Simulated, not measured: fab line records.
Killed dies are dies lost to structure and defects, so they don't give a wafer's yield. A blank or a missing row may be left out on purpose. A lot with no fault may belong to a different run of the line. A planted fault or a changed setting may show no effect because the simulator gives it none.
Chamber matching / flow nandHarc / cmp-03 running NHARC_A_M0_CMP_23: 4 sister chambers
The step polishes, t overpolish 20 s, target thk 113.75 nm. 4 wafers are shown with their chamber, then 12 later ones without.

== WAFERS, EACH WITH ITS CHAMBER ==
wafer=L084.6; chamber=0; motorCurrentA (A)=12.4
wafer=L086.5; chamber=1; motorCurrentA (A)=10.7
wafer=L091.5; chamber=3; motorCurrentA (A)=14.9
wafer=L091.6; chamber=2; motorCurrentA (A)=11.7

== WAFERS MISSING THEIR CHAMBER ==
wafer=L087.1; motorCurrentA (A)=12.8
wafer=L087.2; motorCurrentA (A)=10.6
wafer=L087.3; motorCurrentA (A)=11.8
wafer=L092.1; motorCurrentA (A)=16.4
wafer=L092.2; motorCurrentA (A)=10.7
wafer=L092.5; motorCurrentA (A)=14.9
wafer=L094.1; motorCurrentA (A)=10.4
wafer=L094.3; motorCurrentA (A)=11.5
wafer=L094.4; motorCurrentA (A)=15.5
wafer=L096.1; motorCurrentA (A)=11.9
wafer=L096.4; motorCurrentA (A)=10.9
wafer=L096.6; motorCurrentA (A)=10.5

== WHICH CHAMBER EACH WENT THROUGH ==
wafer=L087.1; from the rows above=can't be placed: 0 or 2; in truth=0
wafer=L087.2; from the rows above=can't be placed: 1 or 2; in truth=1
wafer=L087.3; from the rows above=can't be placed: 2 or 0 or 1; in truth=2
wafer=L092.1; from the rows above=3; in truth=3
wafer=L092.2; from the rows above=can't be placed: 1 or 2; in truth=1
wafer=L092.5; from the rows above=3; in truth=3
wafer=L094.1; from the rows above=can't be placed: 1 or 2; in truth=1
wafer=L094.3; from the rows above=can't be placed: 2 or 1 or 0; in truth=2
wafer=L094.4; from the rows above=3; in truth=3
wafer=L096.1; from the rows above=can't be placed: 2 or 0 or 1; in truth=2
wafer=L096.4; from the rows above=can't be placed: 1 or 2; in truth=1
wafer=L096.6; from the rows above=can't be placed: 1 or 2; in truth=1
3 of 12 placed correctly. These rows do not allow placing 9 (true chamber among the candidates in 9). Number placed wrongly: 0.
How it was worked out, from the rows above alone: a wafer's distance from a chamber is the root of the sum, over the readings, of the square of ((its reading less the chamber's mean) divided by the reading's scatter). The wafer belongs to the nearest chamber; if the next one is less than 2 further off, it can't be placed. Each chamber's mean is taken over the wafers shown for it. The scatter: root of mean squared gap, hidden wafer to nearest shown wafer, with one shown wafer a chamber.
